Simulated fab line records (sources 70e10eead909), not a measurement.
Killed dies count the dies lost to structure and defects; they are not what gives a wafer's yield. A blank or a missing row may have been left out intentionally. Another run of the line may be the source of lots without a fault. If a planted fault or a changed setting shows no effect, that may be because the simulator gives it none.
A struck lot beside a sound one    flow nand_harc    14 out of 1159 route steps
Sound: wafers L817.1, L817.4, L817.6. Struck: wafers L834.1, L834.2, L834.3. The cause is named last.
Per side, at each step with rows, come the tool, then ch with its chambers, and then its first start. Under that, the readings that differ: sound wafers    struck wafers    difference of the means    sigmas: that difference in standard deviations of wafers without a fault.
alike: readings with means less than 2 such deviations apart, plus words and numbers identical on both sides. not compared: withheld readings, readings lacking a value on some wafer, bounds such as >300 that could conceal the same value, and numbers that have no deviation in the record and whose values overlap.
The two part at a step that has a row with sigmas, a row that says differs or no value, or rows on one side only. Numbers that don't overlap but have no deviation are shown without sigmas and don't part them. A reading that every wafer of one side lacks parts them only if that side has two wafers or more.

first, 6 steps without rows for these wafers: NHARC_A_STAIRCASE_SOFTBAKE_284 (time 170 s); NHARC_A_STAIRCASE_EBR_285; NHARC_A_STAIRCASE_EXPOSE_286 (exposes mask CHOP 100); NHARC_A_STAIRCASE_PEB_287 (peb time 130 s); NHARC_A_STAIRCASE_DEVELOP_288 (time 140 s); NHARC_A_STAIRCASE_HARDBAKE_290 (time 140 s).
NHARC_A_STAIRCASE_DESCUM_291: chemistry O2, time 3 s.
  sound on rie_diel-13 ch 2,3, day 11 18:04; struck on rie_diel-01 ch 0,1,3, day 15 15:52
  alike: drypump_motor_current_A, mfc_ar_sccm, oes_product_au, rf_vpp_V, showerhead_plenum_p_Torr, throttle_valve_pct
  not compared: rf_hours_counter_h
NHARC_A_STAIRCASE_ETCH_292: etches the open film in CF4/CHF3.
  sound on rie_diel-13 ch 0,2,3, day 11 18:22; struck on rie_diel-01 ch 1,2,3, day 15 16:04
  alike: bias_w, cf4_flow_sccm, drypump_motor_current_A, mfc_ar_sccm, oes_product_au, rf_vpp_V, showerhead_plenum_p_Torr, throttle_valve_pct
  not compared: rf_hours_counter_h
NHARC_A_STAIRCASE_HM_OPEN_460: chemistry O2/COS.
  sound: rie_diel-13 ch 1,3; struck: rie_diel-01 ch 1,2,3
  alike: drypump_motor_current_A, mfc_ar_sccm, oes_product_au, rf_vpp_V, showerhead_plenum_p_Torr, throttle_valve_pct
  not compared: rf_hours_counter_h
then, 1 step without rows for these wafers: NHARC_A_STAIRCASE_STRIP_461 (strips in O2/COS).
NHARC_A_STAIRCASE_ETCH_452: etches the open film in CF4/O2, target depth 30 nm, overetch 3 nm, time 16.5 s.
  sound: rie_diel-13 ch 0,1,3; struck: rie_diel-01 ch 1,2,3
  alike: bias_w, cf4_flow_sccm, drypump_motor_current_A, mfc_ar_sccm, oes_f_703_au, oes_product_au, rf_vpp_V, showerhead_plenum_p_Torr, throttle_valve_pct
  not compared: rf_hours_counter_h
NHARC_A_STAIRCASE_ETCH_294: etches the open film in C4F8/O2/Ar, target depth 4992 nm, time 1212.4 s.
  sound on rie_diel-13 ch 0,1, day 11 19:32; struck on rie_diel-01 ch 1,2,3, day 15 16:45
  no value came back on the struck wafers for bias_w (W), chamber_pressure_mTorr (mTorr), oes_product_au (a.u.), rf_vpp_V (V); on the sound wafers bias_w (W) reads 3013 3004 3004
  not compared: rf_hours_counter_h
NHARC_A_STAIRCASE_STRIP_295: strips in O2.
  sound: rie_diel-13 ch 0,1,3; struck: rie_diel-01 ch 0,1,2
  alike: drypump_motor_current_A, mfc_ar_sccm, oes_product_au, rf_vpp_V, showerhead_plenum_p_Torr, throttle_valve_pct
  not compared: rf_hours_counter_h
-- break in the record here, with 8 days between the starts of the struck wafers on either side (left off in module A_STAIRCASE, picked up again in module END, where the first step shown is number 1159 on the route) --
NHARC_END_SORT_01:
  the record has rows for the struck wafers here (prober-02 ch 0, day 23 14:14) and none for the sound ones

== WHERE THEY PART ==
Earliest at NHARC_A_STAIRCASE_ETCH_294; latest, in this record, at NHARC_END_SORT_01.

WHY: what had been put in by the simulator
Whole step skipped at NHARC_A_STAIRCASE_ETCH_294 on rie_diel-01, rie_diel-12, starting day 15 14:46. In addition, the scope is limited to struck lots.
